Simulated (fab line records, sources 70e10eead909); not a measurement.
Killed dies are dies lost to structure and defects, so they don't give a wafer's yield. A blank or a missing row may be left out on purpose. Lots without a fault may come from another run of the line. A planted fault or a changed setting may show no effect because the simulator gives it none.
A struck lot beside a sound one | flow nand_harc | 15 steps out of a route of 1302
Sound: wafers L241.1, L241.2, L241.6. Struck: wafers L253.1, L253.3, L253.6. The cause comes at the end.
At each step with rows: each side's tool, then ch and its chambers, then its first start. Under that, the readings that differ: sound wafers | struck wafers | difference of the means | sigmas: that difference in standard deviations of wafers without a fault.
alike: readings whose means differ by less than 2 such deviations, and words and numbers that are the same on both sides. not compared: withheld readings, readings that some wafer has no value for, bounds like >300 that may hide the same value, and numbers for which the record gives no deviation and whose values overlap.
The two part at a step that has a row with sigmas, a row that says differs or no value, or rows on one side only. Numbers that don't overlap but have no deviation are shown without sigmas and don't part them. A reading that every wafer of one side lacks parts them only if that side has two wafers or more.

NHARC_A_CHANNEL_HOLE_D2_XSEM_32:
  sound on xsem-02 ch 0, day 15 08:01; struck on xsem-02 ch 0, day 19 19:53
  alike: bot_cd_nm, bow_nm, tilt_deg
NHARC_A_CHANNEL_HOLE_D2_INSPECT_40:
  sound on defect_inspect-02, day 15 08:08; struck on defect_inspect-02, day 19 19:59
  alike: raw_defect_count
then, 3 steps without rows for these wafers: NHARC_A_CHANNEL_FILL_D2_PRECLEAN_00 (cleans in SC1); NHARC_A_CHANNEL_FILL_D2_SRD_01; NHARC_A_CHANNEL_FILL_D2_ALD_02 (deposits SiO2, target thk 6 nm, pulse time 10 s, ald cycles 60).
NHARC_A_CHANNEL_FILL_D2_ALD_03: deposits SiNx, target thk 6 nm, pulse time 60 s, ald cycles 58.
  sound on ald_sin_batch-03 ch 0; struck on ald_sin_batch-01 ch 0
  alike: precursor_pulse_height_rel
NHARC_A_CHANNEL_FILL_D2_ALD_14: deposits SiO2, target thk 2.5 nm, pulse time 10 s, ald cycles 25.
  sound on ald_hk-04 ch 0,1,2, day 15 15:25; struck on ald_hk-02 ch 1,3, day 20 04:13
  reading            | sound       | struck      | difference | sigmas
  heater_power_w (W) | 523 530 538 | 451 421 440 | -93        | -2
  alike: precursor_pulse_height_rel
NHARC_A_CHANNEL_FILL_D2_ALD_15: deposits SiNx, target thk 2 nm, pulse time 60 s, ald cycles 19.
  sound on ald_sin_batch-02 ch 0; struck on ald_sin_batch-02 ch 0
  alike: precursor_pulse_height_rel
NHARC_A_CHANNEL_FILL_D2_ALD_16: deposits SiO2, target thk 1.5 nm, pulse time 10 s, ald cycles 15.
  sound on ald_hk-04 ch 0,1,3, day 15 20:30; struck on ald_hk-04 ch 0,2, day 20 09:23
  alike: heater_power_w, precursor_pulse_height_rel
then, 3 steps without rows for these wafers: NHARC_A_CHANNEL_FILL_D2_ANNEAL_17 (time 1800 s); NHARC_A_CHANNEL_FILL_D2_CVD_18 (deposits poly-Si, target thk 3 nm); NHARC_A_CHANNEL_FILL_D2_ETCHBACK_19 (etches the open film in HBr/Cl2, target depth 5 nm, time 1.7 s).
NHARC_A_CHANNEL_FILL_D2_ETCHBACK_20: etches the open film in C4F8/O2/Ar, target depth 27 nm, time 13.5 s.
  sound on rie_diel-09 ch 2,3, day 16 08:37; struck on rie_diel-09 ch 0,3, day 20 21:14
  reading               | sound             | struck            | difference                    | sigmas
  oes_product_au (a.u.) | 1.000 0.996 0.998 | 0.938 0.921 0.944 | -0.064                        | -3
  rf_fwd_power_W (W)    | 590.8 587.0 589.1 | - - -             | no value on the struck wafers |
  run_length_s (s)      | 34.2 34.6 34.1    | 30.5 31.6 30.2    | -3.5                          | -7
  alike: rf_vpp_V
  not compared: rf_hours_counter_h
then, 1 step without rows for these wafers: NHARC_A_CHANNEL_FILL_D2_STRIP_28 (strips in O2, time 20 s).
-- the record jumps here: 10 days lie between the struck wafers' starts before and after (it left off in module A_CHANNEL_FILL_D2 and takes up again in module END, whose first step shown is number 1302 of the route) --
NHARC_END_SORT_01:
  the record has rows for the struck wafers here (prober-02 ch 0, day 31 00:56) and none for the sound ones

WHERE THEY PART
First at NHARC_A_CHANNEL_FILL_D2_ALD_14; last, within this record, at NHARC_END_SORT_01.

WHY: what the simulator had put in
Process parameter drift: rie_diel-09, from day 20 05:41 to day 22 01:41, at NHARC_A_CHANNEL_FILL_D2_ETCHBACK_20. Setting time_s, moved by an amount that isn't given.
